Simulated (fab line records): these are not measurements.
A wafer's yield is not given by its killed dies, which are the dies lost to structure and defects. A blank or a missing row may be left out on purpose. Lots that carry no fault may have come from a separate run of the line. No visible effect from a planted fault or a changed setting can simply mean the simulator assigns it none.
Matching of chambers || flow n5 finfet || 4 sister chambers for N5_BEOL_M0_SAQP_SPACER2_ALD_26 on ald sin-03
The step deposits SiO2, target thk 15 nm, pulse time 1 s, purge time 2 s. 8 wafers are shown with their chamber, then 8 later ones without.

## EACH WAFER AND ITS CHAMBER
{"wafer": "L074.5", "chamber": 1, "heater power w (W)": 445, "precursor pulse height rel": 0.985}
{"wafer": "L074.6", "chamber": 0, "heater power w (W)": 550, "precursor pulse height rel": 1.030}
{"wafer": "L083.3", "chamber": 0, "heater power w (W)": 558, "precursor pulse height rel": 1.031}
{"wafer": "L083.5", "chamber": 1, "heater power w (W)": 417, "precursor pulse height rel": 1.012}
{"wafer": "L084.1", "chamber": 2, "heater power w (W)": 525, "precursor pulse height rel": 1.007}
{"wafer": "L084.4", "chamber": 3, "heater power w (W)": 404, "precursor pulse height rel": 0.990}
{"wafer": "L084.6", "chamber": 2, "heater power w (W)": 523, "precursor pulse height rel": 1.002}
{"wafer": "L085.1", "chamber": 3, "heater power w (W)": 393, "precursor pulse height rel": 0.996}

## WAFERS WITH NO CHAMBER GIVEN
{"wafer": "L085.4", "heater power w (W)": 546, "precursor pulse height rel": 1.006}
{"wafer": "L085.6", "heater power w (W)": 388, "precursor pulse height rel": 0.998}
{"wafer": "L094.2", "heater power w (W)": 543, "precursor pulse height rel": 1.006}
{"wafer": "L094.3", "heater power w (W)": 445, "precursor pulse height rel": 1.034}
{"wafer": "L094.5", "heater power w (W)": 540, "precursor pulse height rel": 0.986}
{"wafer": "L097.1", "heater power w (W)": 431, "precursor pulse height rel": 1.001}
{"wafer": "L097.4", "heater power w (W)": 538, "precursor pulse height rel": 0.988}
{"wafer": "L097.5", "heater power w (W)": 402, "precursor pulse height rel": 0.983}

## EACH ONE'S CHAMBER
{"wafer": "L085.4", "from the rows above": "can't be placed: 2 or 0", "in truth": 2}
{"wafer": "L085.6", "from the rows above": 3, "in truth": 3}
{"wafer": "L094.2", "from the rows above": "can't be placed: 2 or 0", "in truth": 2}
{"wafer": "L094.3", "from the rows above": 1, "in truth": 1}
{"wafer": "L094.5", "from the rows above": 2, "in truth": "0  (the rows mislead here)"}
{"wafer": "L097.1", "from the rows above": 1, "in truth": 1}
{"wafer": "L097.4", "from the rows above": 2, "in truth": 2}
{"wafer": "L097.5", "from the rows above": 3, "in truth": 3}
Correctly placed: 5 of 8. Not placeable from these rows: 2 (in 2, the candidates include the true chamber). 1 placed wrongly.
How it was worked out, from the rows above alone: a wafer's distance from a chamber is the root of the sum, over the readings, of the square of ((its reading less the chamber's mean) divided by the reading's scatter). If the next closest chamber is less than 2 further off than the closest, the wafer can't be placed; otherwise it belongs to the closest. A chamber's mean is the mean of its shown wafers. The scatter: the root of (the sum of the squares of (reading less its chamber's mean) over the shown wafers, divided by (wafers less chambers)).
